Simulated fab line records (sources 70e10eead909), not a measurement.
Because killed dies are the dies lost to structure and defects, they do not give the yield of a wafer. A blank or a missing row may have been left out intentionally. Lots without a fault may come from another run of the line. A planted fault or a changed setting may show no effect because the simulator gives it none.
Which tool was responsible? + flow nand-harc + 38 wafers from 13 lots sampled at 4 of the route's 1302 steps

## WHAT THE GAUGES READ, wafer by wafer
NHARC_A_SOURCE_PLATE_THK_MEAS_09: measures by ellipsometry.
| lot  | measured     | on            | thk-nm (nm)    |
|------|--------------|---------------|----------------|
| L953 | day 7 02:01  | film-metro-02 | 11.3 8.7 8.7   |
| L954 | day 7 14:17  | film-metro-01 | 11.4 10.5 9.3  |
| L955 | day 8 02:43  | film-metro-02 | 10.7 11.6 9.4  |
| L956 | day 8 15:48  | film-metro-02 | 8.7 12.3 11.5  |
| L957 | day 8 15:49  | film-metro-01 | 8.7 10.8 10.6  |
| L958 | day 9 01:27  | film-metro-02 | 10.1 10.3 9.0  |
| L959 | day 9 17:41  | film-metro-01 | 8.3 8.3 9.9    |
| L961 | day 10 10:11 | film-metro-01 | 10.2 10.3 7.1  |
| L963 | day 11 05:19 | film-metro-01 | 10.3 10.0 11.6 |
| L962 | day 11 05:19 | film-metro-02 | 9.8 10.1 10.7  |
| L965 | day 12 02:38 | film-metro-01 | 7.8 10.5 9.1   |
| L971 | day 14 12:55 | film-metro-02 | 10.5 9.3       |
| L976 | day 16 19:26 | film-metro-01 | 7.8 12.2 10.6  |

NHARC_A_SOURCE_PLATE_INSPECT_08.
| lot  | measured     | on                | raw-defect-count |
|------|--------------|-------------------|------------------|
| L953 | day 7 14:48  | defect-inspect-01 | 71 59 46         |
| L954 | day 8 05:55  | defect-inspect-02 | 71 52 46         |
| L955 | day 8 19:23  | defect-inspect-02 | 86 16 55         |
| L956 | day 9 04:46  | defect-inspect-01 | 38 60 47         |
| L957 | day 9 04:46  | defect-inspect-02 | 41 33 29         |
| L958 | day 9 14:07  | defect-inspect-01 | 46 27 45         |
| L959 | day 10 06:37 | defect-inspect-01 | 41 41 69         |
| L961 | day 10 23:16 | defect-inspect-02 | 54 64 77         |
| L963 | day 11 20:43 | defect-inspect-01 | 45 66 29         |
| L962 | day 11 20:43 | defect-inspect-02 | 43 54 70         |
| L965 | day 12 15:36 | defect-inspect-02 | 42 66 70         |
| L971 | day 15 01:30 | defect-inspect-01 | 37 32            |
| L976 | day 17 08:20 | defect-inspect-01 | 32 59 36         |

NHARC_A_ONON_D1_THK_MEAS_11: measures by ellipsometry.
| lot  | measured     | on            | thk-nm (nm)    |
|------|--------------|---------------|----------------|
| L953 | day 7 17:07  | film-metro-02 | 1012 1011 1012 |
| L954 | day 8 08:14  | film-metro-01 | 1011 1010 1011 |
| L955 | day 8 21:39  | film-metro-01 | 979 982 980    |
| L956 | day 9 07:23  | film-metro-02 | 999 999 998    |
| L957 | day 9 07:03  | film-metro-02 | 1010 1009 1010 |
| L958 | day 9 16:23  | film-metro-02 | 1007 1007 1008 |
| L959 | day 10 08:53 | film-metro-02 | 1000 1002 1000 |
| L961 | day 11 01:33 | film-metro-01 | 1021 1021 1023 |
| L963 | day 11 23:00 | film-metro-01 | 1012 1013 1014 |
| L962 | day 11 22:59 | film-metro-02 | 1004 1003 1002 |
| L965 | day 12 17:54 | film-metro-02 | 1017 1015 1015 |
| L971 | day 15 03:46 | film-metro-02 | 1079 1011      |
| L976 | day 17 10:37 | film-metro-02 | 996 995 993    |

## WHICH TOOL RAN EACH LOT (tool, then ch and the chambers of the sampled wafers, then the start)
| lot  | NHARC_A_ONON_D1_DEP_09           |
|------|----------------------------------|
| L953 | pecvd-onon-03 ch 0, day 7 16:41  |
| L954 | pecvd-onon-03 ch 0, day 8 07:41  |
| L955 | pecvd-onon-03 ch 0, day 8 21:08  |
| L956 | pecvd-onon-03 ch 0, day 9 06:53  |
| L957 | pecvd-onon-02 ch 0, day 9 06:35  |
| L958 | pecvd-onon-03 ch 0, day 9 15:56  |
| L959 | pecvd-onon-03 ch 0, day 10 08:32 |
| L961 | pecvd-onon-03 ch 0, day 11 01:13 |
| L963 | pecvd-onon-04 ch 0, day 11 22:32 |
| L962 | pecvd-onon-02 ch 0, day 11 22:35 |
| L965 | pecvd-onon-02 ch 0, day 12 17:23 |
| L971 | pecvd-onon-03 ch 0, day 15 03:19 |
| L976 | pecvd-onon-02 ch 0, day 17 10:10 |
- NHARC_A_ONON_D1_DEP_09: target thk 1000 nm.

## WHAT THE TOOLS THEMSELVES READ (means of the sampled wafers that have a number; where no wafer has one, the mark that the record gives instead)
The record holds no such reading with a usual standard deviation.

## THE ANSWER, worked out from the rows above alone
Rule: the usual values come from the lots themselves. Put in order of their means at a reading, lots are off if they are a third of the lots or fewer, leave a main group of 4 or more, and stand apart from it by a gap of 3 or more times the standard deviation of the main group's means; of several such gaps the widest counts. The tables above print the reading to a certain number of digits; a main group whose means all agree to those digits is not used. A lot without any number at a reading at which 4 lots or more have one is off too. Where the step has rows for the other lots, those lots are counted as sound. First the gauges in route order, then the tools' own readings, where a lot's mean is used as printed above. The first step at which some lot is off is used, and at that step the reading that is off furthest; a lot without a number counts as furthest.
Across all readings shown, no lot is off: no conclusion can be drawn from this.

## WHAT THE SIMULATOR PUT IN
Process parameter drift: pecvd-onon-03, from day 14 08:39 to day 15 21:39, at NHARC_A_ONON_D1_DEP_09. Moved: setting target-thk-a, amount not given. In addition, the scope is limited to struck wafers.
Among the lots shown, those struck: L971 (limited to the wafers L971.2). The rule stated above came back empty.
